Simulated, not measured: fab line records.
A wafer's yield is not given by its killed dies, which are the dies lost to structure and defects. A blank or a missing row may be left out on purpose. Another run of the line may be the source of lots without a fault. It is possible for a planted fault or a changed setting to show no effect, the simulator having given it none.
Split-lot trial | flow n5_finfet | on a route of 1938 steps: 7 lots, 39 wafers read

== THE SPLIT ITSELF ==
At N5_BEOL_M12_ETCH_59 (etches BARC in N2/H2, target depth 89 nm, overetch 26.7 nm, time 67.9 s), the setting target_depth_a was moved away from the recipe's 890 angstrom on 18 of the 39 wafers read, by -46.7% to +58.9%. All remaining wafers had this setting at the recipe value.

The reading is taken at the split's own step.

== THE READING ==
coat_of_BEOL_M12_COAT_04.thk_nm (the simulator's own value, which no gauge read), in nm, at N5_BEOL_M12_ETCH_59 (etches BARC in N2/H2, target depth 89 nm, overetch 26.7 nm, time 67.9 s). The file gives no usual value for it. Across the 21 wafers here that went through the recipe, the average is 317.3 nm and the standard deviation 1.4 nm.

wafer  | tool, chamber at the split | target_depth_a as run, angstrom | against the recipe | coat_of_BEOL_M12_COAT_04.thk_nm, nm | against lot-mates on the recipe
L074.2 | rie_diel-01, 3             | 890                             | recipe             | 318                                 | -
L074.3 | rie_diel-01, 2             | 890                             | recipe             | 317.6                               | -
L074.6 | rie_diel-01, 3             | 890                             | recipe             | 319                                 | -
L075.1 | rie_diel-06, 0             | 605.4                           | -32.0%             | 333                                 | +15.3
L075.2 | rie_diel-06, 1             | 890                             | recipe             | 317.4                               | -
L075.3 | rie_diel-06, 0             | 605.4                           | -32.0%             | 332.4                               | +14.7
L075.5 | rie_diel-06, 0             | 605.4                           | -32.0%             | 332.4                               | +14.7
L075.4 | rie_diel-06, 1             | 890                             | recipe             | 317.8                               | -
L075.6 | rie_diel-06, 1             | 890                             | recipe             | 318                                 | -
L078.1 | rie_diel-01, 0             | 890                             | recipe             | 317                                 | -
L078.2 | rie_diel-01, 2             | 890                             | recipe             | 314.4                               | -
L078.3 | rie_diel-01, 3             | 673.8                           | -24.3%             | 328.4                               | +13.3
L078.4 | rie_diel-01, 0             | 673.8                           | -24.3%             | 328                                 | +12.9
L078.5 | rie_diel-01, 3             | 673.8                           | -24.3%             | 329.6                               | +14.5
L078.6 | rie_diel-01, 2             | 890                             | recipe             | 314                                 | -
L082.1 | rie_diel-01, 0             | 474.8                           | -46.7%             | 341.8                               | +24.1
L082.2 | rie_diel-01, 1             | 474.8                           | -46.7%             | 339.6                               | +21.9
L082.3 | rie_diel-01, 2             | 474.8                           | -46.7%             | 338.6                               | +20.9
L082.4 | rie_diel-01, 3             | 890                             | recipe             | 317.6                               | -
L082.5 | rie_diel-01, 0             | 890                             | recipe             | 317.2                               | -
L082.6 | rie_diel-01, 3             | 890                             | recipe             | 318.2                               | -
L081.1 | rie_diel-01, 3             | 1414                            | +58.9%             | 289.4                               | -27.5
L081.2 | rie_diel-01, 2             | 1414                            | +58.9%             | 284.2                               | -32.7
L081.3 | rie_diel-01, 1             | 890                             | recipe             | 316.4                               | -
L081.4 | rie_diel-01, 0             | 890                             | recipe             | 316.2                               | -
L081.5 | rie_diel-01, 3             | 890                             | recipe             | 318                                 | -
L081.6 | rie_diel-01, 0             | 1414                            | +58.9%             | 286.8                               | -30.1
L088.1 | rie_diel-01, 2             | 1173                            | +31.8%             | 299.4                               | -19.7
L088.2 | rie_diel-01, 3             | 890                             | recipe             | 319                                 | -
L088.3 | rie_diel-01, 1             | 890                             | recipe             | 320                                 | -
L088.4 | rie_diel-01, 0             | 1173                            | +31.8%             | 302.4                               | -16.7
L088.5 | rie_diel-01, 0             | 1173                            | +31.8%             | 303.6                               | -15.5
L088.6 | rie_diel-01, 1             | 890                             | recipe             | 318.2                               | -
L089.1 | rie_diel-06, 3             | 1295                            | +45.5%             | 295.4                               | -21.0
L089.2 | rie_diel-06, 1             | 890                             | recipe             | 315.8                               | -
L089.3 | rie_diel-06, 0             | 1295                            | +45.5%             | 293.2                               | -23.2
L089.4 | rie_diel-06, 2             | 1295                            | +45.5%             | 294.2                               | -22.2
L089.5 | rie_diel-06, 1             | 890                             | recipe             | 317                                 | -
L089.6 | rie_diel-06, 2             | 890                             | recipe             | 316.4                               | -

THE FIT
A straight line over all 39 wafers: coat_of_BEOL_M12_COAT_04.thk_nm changes by -0.498 nm for each +1% of target_depth_a; r = -0.99; the points scatter about the line by 1.5 nm.
The same after taking each lot's own level away (the mean of its wafers on the recipe; 39 wafers): -0.5 nm for each +1%; r = -1.00; scatter 1.3 nm.
On that fit, the largest move of target_depth_a shifts the reading by 29 nm.
The lots' own levels span 315.13 to 319.07 nm, that is 2.8 times the standard deviation above.
So the lot-to-lot level changes the slope little: the two slopes agree.
Check: -29.9 nm against its lot-mates is what the line predicts for one of the wafers moved furthest among these (+58.9%) when that wafer is left out of the fit. It came out at -27.5 nm against them.

== THESE WAFERS: OTHER SPLITS ==
These wafers also went through other splits before the reading. Each is held against what the fit with the lots' levels taken away leaves over:
other split on the same wafers    | wafers away from the commonest value | r with coat_of_BEOL_M12_COAT_04.thk_nm (lot level and that fit taken away)
N5_BEOL_M8_ILD_DEP_00 time_s      | 15                                   | +0.09
N5_BEOL_M9_HM_DEP_02 target_thk_a | 15                                   | +0.11

== THE WHOLE CHAIN: every reading that the file lists as answering this split, in the file's order ==
step                 | what it does                                                            | reading                                                                          | change (the file's fit)              | r (the file's)
N5_BEOL_M12_ETCH_59  | etches BARC in N2/H2, target depth 89 nm, overetch 26.7 nm, time 67.9 s | coat_of_BEOL_M12_COAT_04.thk_nm (the simulator's own value, which no gauge read) | -0.5 nm for each +1% of the setting  | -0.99
N5_BEOL_M12_STRIP_63 | strips in N2/H2                                                         | strip_time_to_endpoint_s                                                         | withheld for each +1% of the setting | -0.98

== FILE'S OWN FIT ==
coat_of_BEOL_M12_COAT_04.thk_nm changes by -0.5 nm for each +1% of target_depth_a, r = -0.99.
